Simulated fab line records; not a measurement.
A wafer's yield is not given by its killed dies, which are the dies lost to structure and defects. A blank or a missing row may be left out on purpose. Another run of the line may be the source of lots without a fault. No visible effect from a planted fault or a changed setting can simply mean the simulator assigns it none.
Split-lot experiment / flow n5 finfet / 21 wafers read from 7 lots, route of 1938 steps

THE SPLIT ITSELF
At N5_PASSIVATION_EXPOSE_07 (exposes mask TV, defocus 0 nm, target cd 3000 nm), the setting dose mj was moved away from the recipe's 22.75 on 7 of the 21 wafers read, by -5.4% to +7.0%. This setting was run at the recipe's value on the other wafers.

FROM THE SPLIT TO THE READING: what the file shows between them, 3 steps
- N5_PASSIVATION_PEB_08
- N5_PASSIVATION_DEVELOP_09: develop time 60 s
- N5_PASSIVATION_HARDBAKE_11: time 120 s

THE READING
At N5_PASSIVATION_CD_MEAS_10: cd nm in nanometres, against a target cd of 3000 nm. Fault-free wafers of this fab line usually give 2999.2 nm, standard deviation 1.6 nm.

wafer=L079.1; tool, chamber at the split=krf scanner-02, 0; dose mj as run=22.75; against the recipe=recipe; cd nm, nm=2999.2; against lot-mates on the recipe=-
wafer=L079.3; tool, chamber at the split=krf scanner-02, 0; dose mj as run=22.75; against the recipe=recipe; cd nm, nm=2997.8; against lot-mates on the recipe=-
wafer=L079.5; tool, chamber at the split=krf scanner-02, 0; dose mj as run=22.75; against the recipe=recipe; cd nm, nm=2998.7; against lot-mates on the recipe=-
wafer=L082.2; tool, chamber at the split=krf scanner-01, 0; dose mj as run=24.35; against the recipe=+7.0%; cd nm, nm=3012.4; against lot-mates on the recipe=+11.4
wafer=L082.4; tool, chamber at the split=krf scanner-01, 0; dose mj as run=24.35; against the recipe=+7.0%; cd nm, nm=3016.1; against lot-mates on the recipe=+15.1
wafer=L082.5; tool, chamber at the split=krf scanner-01, 0; dose mj as run=22.75; against the recipe=recipe; cd nm, nm=3001.0; against lot-mates on the recipe=-
wafer=L087.1; tool, chamber at the split=krf scanner-02, 0; dose mj as run=23.22; against the recipe=+2.1%; cd nm, nm=3007.5; against lot-mates on the recipe=+5.9
wafer=L087.3; tool, chamber at the split=krf scanner-02, 0; dose mj as run=22.75; against the recipe=recipe; cd nm, nm=3001.6; against lot-mates on the recipe=-
wafer=L087.4; tool, chamber at the split=krf scanner-02, 0; dose mj as run=23.22; against the recipe=+2.1%; cd nm, nm=3006.3; against lot-mates on the recipe=+4.7
wafer=L091.3; tool, chamber at the split=krf scanner-01, 0; dose mj as run=22.75; against the recipe=recipe; cd nm, nm=3000.1; against lot-mates on the recipe=-
wafer=L091.4; tool, chamber at the split=krf scanner-01, 0; dose mj as run=22.75; against the recipe=recipe; cd nm, nm=2997.7; against lot-mates on the recipe=-
wafer=L091.5; tool, chamber at the split=krf scanner-01, 0; dose mj as run=22.75; against the recipe=recipe; cd nm, nm=2998.5; against lot-mates on the recipe=-
wafer=L093.1; tool, chamber at the split=krf scanner-02, 0; dose mj as run=22.75; against the recipe=recipe; cd nm, nm=2998.8; against lot-mates on the recipe=-
wafer=L093.2; tool, chamber at the split=krf scanner-02, 0; dose mj as run=21.52; against the recipe=-5.4%; cd nm, nm=2983.2; against lot-mates on the recipe=-15.6
wafer=L093.4; tool, chamber at the split=krf scanner-02, 0; dose mj as run=21.52; against the recipe=-5.4%; cd nm, nm=2985.9; against lot-mates on the recipe=-12.9
wafer=L094.1; tool, chamber at the split=krf scanner-01, 0; dose mj as run=23.85; against the recipe=+4.8%; cd nm, nm=3010.3; against lot-mates on the recipe=+9.3
wafer=L094.2; tool, chamber at the split=krf scanner-01, 0; dose mj as run=22.75; against the recipe=recipe; cd nm, nm=3000.9; against lot-mates on the recipe=-
wafer=L094.6; tool, chamber at the split=krf scanner-01, 0; dose mj as run=22.75; against the recipe=recipe; cd nm, nm=3001.1; against lot-mates on the recipe=-
wafer=L096.2; tool, chamber at the split=krf scanner-01, 0; dose mj as run=22.75; against the recipe=recipe; cd nm, nm=2997.8; against lot-mates on the recipe=-
wafer=L096.4; tool, chamber at the split=krf scanner-01, 0; dose mj as run=22.75; against the recipe=recipe; cd nm, nm=2999.8; against lot-mates on the recipe=-
wafer=L096.5; tool, chamber at the split=krf scanner-01, 0; dose mj as run=22.75; against the recipe=recipe; cd nm, nm=2999.0; against lot-mates on the recipe=-

THE FIT
A straight line over all 21 wafers: cd nm changes by +2.4 nm for each +1% of dose mj; r = +0.97; the points scatter about the line by 1.8 nm.
The same after taking each lot's own level away (the mean of its wafers on the recipe; 21 wafers): +2.18 nm for each +1%; r = +0.98; scatter 1.4 nm.
Per that fit: largest dose mj move, reading shift of 15 nm.
The lots' own levels span 2998.57 to 3001.60 nm, that is 1.9 times the standard deviation above.
Thus the slope moves with the lot-to-lot level: the two fits are different.
Check: with one of the wafers moved furthest among these (+7.0%) left out of the fit, the line predicts +16.2 nm for it against its lot-mates. Against them it came out at +11.4 nm.

THE OTHER SPLITS THESE WAFERS WENT THROUGH
Before the reading, these wafers also passed through other splits. Each is held against what the fit with the lots' levels taken away leaves over:
other split on the same wafers=N5_BEOL_M15_SPUTTER_44 power w; wafers away from the commonest value=7; r with cd nm (lot level and that fit taken away)=+0.07

THE WHOLE CHAIN: every reading that the file lists as answering this split, in the file's order
step=N5_PASSIVATION_CD_MEAS_10; what it does=target cd 3000 nm; reading=cd nm; change (the file's fit)=+2.13 nm for each +1% of the setting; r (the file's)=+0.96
step=N5_PASSIVATION_PROBE_49; what it does=; reading=killed at contacts; change (the file's fit)=not straight: 196 at the lowest setting, 30 at the recipe, 18 at the highest; r (the file's)=not given

FILE'S OWN FIT
cd nm changes by +2.13 nm for each +1% of dose mj, r = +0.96.
